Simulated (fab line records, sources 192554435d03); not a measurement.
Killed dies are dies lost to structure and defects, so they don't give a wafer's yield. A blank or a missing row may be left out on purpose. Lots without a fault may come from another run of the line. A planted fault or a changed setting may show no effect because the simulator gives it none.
Split-lot experiment | flow n5_finfet | 7 lots, 21 wafers read, on a route of 1938 steps

THE SPLIT
At N5_BEOL_M0_CUTY_ETCH_63 (etches SOC in N2/H2, target depth 82.7 nm, overetch 16.5 nm, time 124 s), the setting time_s was moved away from the recipe's 124 s on 3 of the 21 wafers read, by -14.1% to +9.9%. The other wafers ran this setting at the recipe's value.

The reading is taken at the split's own step.

THE READING
SiO2_of_BEOL_M0_SAQP_SPACER2_ALD_26.thk_nm (the simulator's own value, which no gauge read), in nm, at N5_BEOL_M0_CUTY_ETCH_63 (etches SOC in N2/H2, target depth 82.7 nm, overetch 16.5 nm, time 124 s). The file gives no usual value for it. The 18 wafers here that ran the recipe average 7.2 nm, standard deviation 0.094 nm.

wafer  | tool, chamber at the split | time_s as run, s | against the recipe | SiO2_of_BEOL_M0_SAQP_SPACER2_ALD_26.thk_nm, nm | against lot-mates on the recipe
L074.1 | rie_diel-04, 3,0           | 124              | recipe             | 7.2                                            | -
L074.3 | rie_diel-04, 3,0           | 124              | recipe             | 7.2                                            | -
L074.5 | rie_diel-04, 1             | 124              | recipe             | 7.4                                            | -
L077.1 | rie_diel-01, 0             | 124              | recipe             | 7.2                                            | -
L077.4 | rie_diel-01, 3             | 106.5            | -14.1%             | 7.4                                            | +0.3
L077.5 | rie_diel-01, 2             | 124              | recipe             | 7                                              | -
L076.1 | rie_diel-01, 2             | 124              | recipe             | 7.2                                            | -
L076.5 | rie_diel-01, 2             | 124              | recipe             | 7.2                                            | -
L076.4 | rie_diel-01, 0             | 106.8            | -13.9%             | 7.8                                            | +0.6
L080.1 | rie_diel-04, 1,0,3         | 124              | recipe             | 7.2                                            | -
L080.2 | rie_diel-04, 1,0,3         | 124              | recipe             | 7.2                                            | -
L080.6 | rie_diel-04, 1,0,3         | 124              | recipe             | 7.2                                            | -
L082.1 | rie_diel-01, 3             | 124              | recipe             | 7                                              | -
L082.4 | rie_diel-01, 0,2           | 124              | recipe             | 7.2                                            | -
L082.6 | rie_diel-01, 0,2           | 124              | recipe             | 7.2                                            | -
L083.4 | rie_diel-01, 1,2           | 124              | recipe             | 7.2                                            | -
L083.6 | rie_diel-01, 1,2           | 124              | recipe             | 7.2                                            | -
L083.5 | rie_diel-01, 3             | 136.3            | +9.9%              | 6.6                                            | -0.6
L086.3 | rie_diel-04, 3,1           | 124              | recipe             | 7.2                                            | -
L086.5 | rie_diel-04, 3,1           | 124              | recipe             | 7.2                                            | -
L086.4 | rie_diel-04, 1             | 124              | recipe             | 7.4                                            | -
Where a row lists several chambers, the file gives one row for several wafers and doesn't say which wafer went through which chamber.

THE FIT
A straight line over all 21 wafers: SiO2_of_BEOL_M0_SAQP_SPACER2_ALD_26.thk_nm changes by -0.0357 nm for each +1% of time_s; r = -0.81; the points scatter about the line by 0.13 nm.
The same after taking each lot's own level away (the mean of its wafers on the recipe; 21 wafers): -0.0385 nm for each +1%; r = -0.88; scatter 0.1 nm.
On that fit, the largest move of time_s shifts the reading by 0.54 nm.
The lots' own levels span 7.10 to 7.27 nm, that is 1.8 times the standard deviation above.
So the lot-to-lot level changes the slope little: the two slopes agree.
Check: with one of the wafers moved furthest among these (-14.1%) left out of the fit, the line predicts +0.685 nm for it against its lot-mates. It came out at +0.3 nm against them.

OTHER SPLITS ON THESE WAFERS
These wafers also went through other splits before the reading. Each is held against what the fit with the lots' levels taken away leaves over:
other split on the same wafers         | wafers away from the commonest value | r with SiO2_of_BEOL_M0_SAQP_SPACER2_ALD_26.thk_nm (lot level and that fit taken away)
N5_HKMG_FIN_EXPOSE_46 dose_mj          | 7                                    | +0.03
N5_MOL_CONTACT_COAG_VIA_ETCH_46 bias_w | 6                                    | +0.08

THE FILE'S OWN FIT
SiO2_of_BEOL_M0_SAQP_SPACER2_ALD_26.thk_nm changes by -0.0378 nm for each +1% of time_s, r = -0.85.
